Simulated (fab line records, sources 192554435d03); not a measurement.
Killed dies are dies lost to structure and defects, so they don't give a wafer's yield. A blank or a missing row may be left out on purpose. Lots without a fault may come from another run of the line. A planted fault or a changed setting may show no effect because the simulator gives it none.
Chamber matching | flow n5_finfet | N5_BEOL_M4_PECVD_72 on pecvd-03: 3 sister chambers
The step deposits SiO2 from TEOS/O2, target thk 16 nm, time 18 s. 24 wafers are shown with their chamber, then 12 later ones without.

WAFERS WITH THEIR CHAMBER
wafer  | chamber | throttle_valve_pct (%) | rf_fwd_power_W (W) | showerhead_plenum_p_Torr (Torr)
L077.1 | 2       | 19.5                   | 445.4              | 8.79
L077.4 | 0       | 22.1                   | 442.7              | 8.75
L077.5 | 2       | 19.4                   | 445.6              | 8.78
L076.1 | 0       | 22.0                   | 444.0              | 8.76
L076.2 | 2       | 20.0                   | 445.8              | 8.76
L076.4 | 1       | 23.8                   | 444.8              | 8.79
L078.3 | 1       | 23.9                   | 445.6              | 8.78
L078.4 | 2       | 19.7                   | 446.3              | 8.77
L078.5 | 0       | 22.0                   | 443.4              | 8.76
L080.2 | 2       | 19.7                   | 445.7              | 8.77
L080.5 | 0       | 22.2                   | 443.0              | 8.75
L080.6 | 1       | 23.6                   | 446.6              | 8.79
L081.1 | 2       | 19.7                   | 445.2              | 8.77
L081.3 | 0       | 22.0                   | 444.1              | 8.74
L081.4 | 0       | 22.5                   | 442.6              | 8.75
L084.1 | 0       | 22.0                   | 442.7              | 8.76
L084.5 | 2       | 20.0                   | 446.5              | 8.81
L084.6 | 0       | 22.3                   | 440.6              | 8.76
L085.2 | 1       | 23.5                   | 447.9              | 8.77
L085.3 | 0       | 22.5                   | 445.7              | 8.75
L085.4 | 0       | 22.2                   | 443.5              | 8.77
L086.1 | 2       | 19.8                   | 444.5              | 8.77
L086.3 | 1       | 23.7                   | 445.7              | 8.77
L086.5 | 2       | 19.9                   | 445.6              | 8.80

SIGNATURES (means of the wafers above)
reading                  | chamber 0 | chamber 1 | chamber 2 | scatter within a chamber
throttle_valve_pct       | 22.180    | 23.700    | 19.744    | 0.195
rf_fwd_power_W           | 443.230   | 446.120   | 445.622   | 1.07
showerhead_plenum_p_Torr | 8.7550    | 8.7800    | 8.7800    | 0.0124
Rule: a wafer's distance from a chamber is the root of the sum, over the readings, of the square of ((its reading less the chamber's mean) divided by the reading's scatter). The wafer belongs to the nearest chamber; if the next one is less than 2 further off, it can't be placed. The scatter: the root of (the sum of the squares of (reading less its chamber's mean) over the shown wafers, divided by (wafers less chambers)).

WAFERS WITHOUT THEIR CHAMBER
wafer  | throttle_valve_pct (%) | rf_fwd_power_W (W) | showerhead_plenum_p_Torr (Torr)
L092.2 | 19.8                   | 444.8              | 8.76
L092.4 | 24.0                   | 445.2              | 8.78
L092.5 | 19.9                   | 445.1              | 8.78
L095.1 | 20.0                   | 441.9              | 8.77
L095.4 | 19.8                   | 442.0              | 8.78
L095.6 | 22.4                   | 445.7              | 8.77
L096.2 | 19.8                   | 447.1              | 8.80
L096.4 | 19.7                   | 445.9              | 8.78
L096.5 | 22.3                   | 444.4              | 8.72
L091.3 | 24.1                   | 446.8              | 8.76
L091.4 | 23.6                   | 447.1              | 8.78
L091.5 | 22.4                   | 446.5              | 8.76

WHICH CHAMBER EACH WENT THROUGH
wafer  | from the rows above | in truth
L092.2 | 2                   | 2
L092.4 | 1                   | 1
L092.5 | 2                   | 2
L095.1 | 2                   | 2
L095.4 | 2                   | 2
L095.6 | 0                   | 0
L096.2 | 2                   | 2
L096.4 | 2                   | 2
L096.5 | 0                   | 0
L091.3 | 1                   | 1
L091.4 | 1                   | 1
L091.5 | 0                   | 0
Placed correctly: 12 of 12. Can't be placed from these rows: 0. Placed wrongly: 0.
